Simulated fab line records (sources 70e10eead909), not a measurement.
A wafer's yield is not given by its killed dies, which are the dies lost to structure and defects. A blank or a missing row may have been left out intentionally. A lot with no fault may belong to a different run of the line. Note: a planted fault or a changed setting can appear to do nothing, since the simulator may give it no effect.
Which of the tools did it?	flow nand harc	6 lots with 18 wafers sampled at 3 steps, on a route of 1302 steps

== WHAT EACH GAUGE READ, for each wafer ==
NHARC_P_GATE_CD_MEAS_46 targets a cd of 720 nm.
lot	measured	on	cd nm (nm)
L205	day 6 13:05	cd sem-02	723.6 722.2 722.3
L207	day 7 19:29	cd sem-03	715.7 722.1 717.0
L210	day 8 20:45	cd sem-01	719.4 722.5 719.7
L212	day 9 16:06	cd sem-01	722.8 719.5 723.0
L216	day 11 13:30	cd sem-01	708.0 707.7 704.6
L225	day 15 09:20	cd sem-03	718.1 722.1 719.7

== EACH LOT AND THE TOOL THAT RAN IT (in order: tool; ch and the chambers of the sampled wafers; start) ==
lot	NHARC_P_GATE_ETCH_32	NHARC_P_GATE_EXPOSE_43
L205	rie si-03 ch 0,1,3, day 6 01:56	krf scanner-02 ch 0, day 6 12:56
L207	rie si-03 ch 0,1, day 7 08:07	krf scanner-02 ch 0, day 7 19:20
L210	rie si-06 ch 0,1,3, day 8 09:28	krf scanner-04 ch 0, day 8 20:35
L212	rie si-03 ch 0,2,3, day 9 04:49	krf scanner-02 ch 0, day 9 15:56
L216	rie si-03 ch 0,2,3, day 11 02:10	krf scanner-02 ch 0, day 11 13:20
L225	rie si-06 ch 0,1,3, day 14 22:05	krf scanner-04 ch 0, day 15 09:11
- NHARC_P_GATE_ETCH_32: etches the open film in HBr/Cl2, target depth 150 nm, time 100.1 s.
- NHARC_P_GATE_EXPOSE_43: exposes mask P NSD, target cd 720 nm.

== THE ANSWER, worked out from the rows above alone ==
Rule: usual is defined by the lots themselves. Put in order of their means at a reading, lots are off if they are a third of the lots or fewer, leave a main group of 4 or more, and stand apart from it by a gap of 3 or more times the standard deviation of the main group's means; of several such gaps the widest counts. If all means in a main group match to the digits the tables above print for the reading, that group is not used. Also off: a lot with no number at a reading for which 4 or more lots have one. Where the step has rows for the other lots, those lots are counted as sound.
Off: L216, at NHARC_P_GATE_CD_MEAS_46 (cd nm). Mean 720.6 nm and standard deviation 1.5 in the main group.
A tool fits if, at a process step before that reading, it ran every lot that is off, and no sound lot after the first of them. Gauges at NHARC_P_GATE_CD_MEAS_46: tried the same way as those tools. Can't be told from this: 3 tools fit, rie si-03 at NHARC_P_GATE_ETCH_32, krf scanner-02 at NHARC_P_GATE_EXPOSE_43, cd sem-01 at NHARC_P_GATE_CD_MEAS_46.

== WHAT THE SIMULATOR PUT IN ==
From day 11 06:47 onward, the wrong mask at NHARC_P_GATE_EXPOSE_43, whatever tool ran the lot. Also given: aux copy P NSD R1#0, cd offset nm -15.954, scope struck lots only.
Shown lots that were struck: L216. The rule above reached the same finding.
